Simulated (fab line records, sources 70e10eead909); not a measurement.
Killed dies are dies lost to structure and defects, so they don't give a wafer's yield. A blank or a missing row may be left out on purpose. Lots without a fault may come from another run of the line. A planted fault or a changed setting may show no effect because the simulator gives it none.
Problem report in the 8D (eight disciplines) form, filled by code | flow nand_harc | the parts of the form that need people (team, actions taken, sign-off) are left out

1. THE PROBLEM
rf_fwd_power_W at NHARC_A_STAIRCASE_ETCH_230 reads a mean of 834.5 W on 3 wafers of 2 lots; wafers without a fault read 593.0 W with a standard deviation of 2.6. That is +93 standard deviations from the usual mean.
The step: etches the open film in C4F8/O2, target depth 100 nm, time 40.5 s.
First seen on wafer L870.1, day 23 04:26, on rie_diel-12. The record holds 42 wafers of 14 lots with a number at this step. Rule for "out", or "out of limits": more than 4 standard deviations from the usual mean. The other wafers with a number count as sound.

2. WHAT IT IS AND WHAT IT IS NOT
question                    | is                             | is not
which readings at this step | rf_fwd_power_W, oes_product_au | rf_vpp_V
which lots                  | L870, L873                     | L854, L856, L858, L859, L860, L861, L862, L863, L866, L868, L872, L877
which wafers of those lots  | L870.1, L873.3, L873.4         | L870.2, L870.6, L873.5
read on which tools         | rie_diel-12                    | rie_diel-05
when                        | from day 23 04:26              | up to then (32 sound wafers); but 7 sound wafers of L872, L873, L877 came after

3. SUSPECTS, AND WHAT RULES EACH OUT
Counting: a tool at a process step up to the reading stays a suspect if it ran every lot that is out. Sound lots after the first of them don't rule it out here, since some wafers of a struck lot are sound.
- rie_diel-12 at NHARC_A_STAIRCASE_TRIM_202 (chemistry O2, time 211.2 s): kept. It ran every lot that is out, first L870 (day 23 01:44); its last sound lot up to then is L866 (day 21 09:22). NHARC_A_STAIRCASE_TRIM_202 gives no start for some lots, so the hours and the order of its lots are those of NHARC_A_STAIRCASE_STRIP_205.
- rie_diel-12 at NHARC_A_STAIRCASE_ETCH_203 (etches the open film in C4F8/O2, target depth 100 nm, time 40.5 s): kept. It ran every lot that is out, first L870 (day 23 01:44); its last sound lot up to then is L866 (day 21 09:22). NHARC_A_STAIRCASE_ETCH_203 gives no start for some lots, so the hours and the order of its lots are those of NHARC_A_STAIRCASE_STRIP_205.
- rie_diel-12 at NHARC_A_STAIRCASE_ETCH_230 (etches the open film in C4F8/O2, target depth 100 nm, time 40.5 s): kept. It ran every lot that is out, first L870 (day 23 04:26); its last sound lot up to then is L868 (day 22 13:14). Its own readings are out on those wafers: oes_product_au, rf_fwd_power_W.
- Within rie_diel-12 at NHARC_A_STAIRCASE_ETCH_203: the wafers that are out ran in chamber 3; their sound lot-mates ran in chambers 0, 1, 2.
- Within rie_diel-12 at NHARC_A_STAIRCASE_ETCH_230: the wafers that are out ran in chamber 1; their sound lot-mates ran in chambers 0, 3.
Left after counting: rie_diel-12 at NHARC_A_STAIRCASE_TRIM_202, rie_diel-12 at NHARC_A_STAIRCASE_ETCH_203, rie_diel-12 at NHARC_A_STAIRCASE_ETCH_230.

4. THE CAUSE (what the simulator had put in)
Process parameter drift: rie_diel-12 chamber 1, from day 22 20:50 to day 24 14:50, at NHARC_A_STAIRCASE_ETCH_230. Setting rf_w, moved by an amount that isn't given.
Counting left 3 suspects, and this tool is among them.

5. THE CHAIN OF EFFECTS, in route order
Each row: a reading whose mean over the struck wafers that have a number lies more than 3 standard deviations from the usual. Only readings for which the record gives a usual standard deviation are gone through. hours: the time from each lot's start at the first step in this table that gives one to its start at this step, as a median over the lots. sigmas: the change in usual standard deviations.
hours | step                       | reading        | usual      | on struck wafers | change | sigmas
0     | NHARC_A_STAIRCASE_ETCH_230 | oes_product_au | 0.957 a.u. | 1.208            | +0.251 | +13
0     | NHARC_A_STAIRCASE_ETCH_230 | rf_fwd_power_W | 593.0 W    | 834.5            | +241.5 | +93
The process steps in it:
- NHARC_A_STAIRCASE_ETCH_230: etches the open film in C4F8/O2, target depth 100 nm, time 40.5 s.

6. WHAT WOULD HAVE CAUGHT IT SOONER
In this record the first reading out of limits was taken at day 23 04:26, 8 hours after the fault began at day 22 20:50.
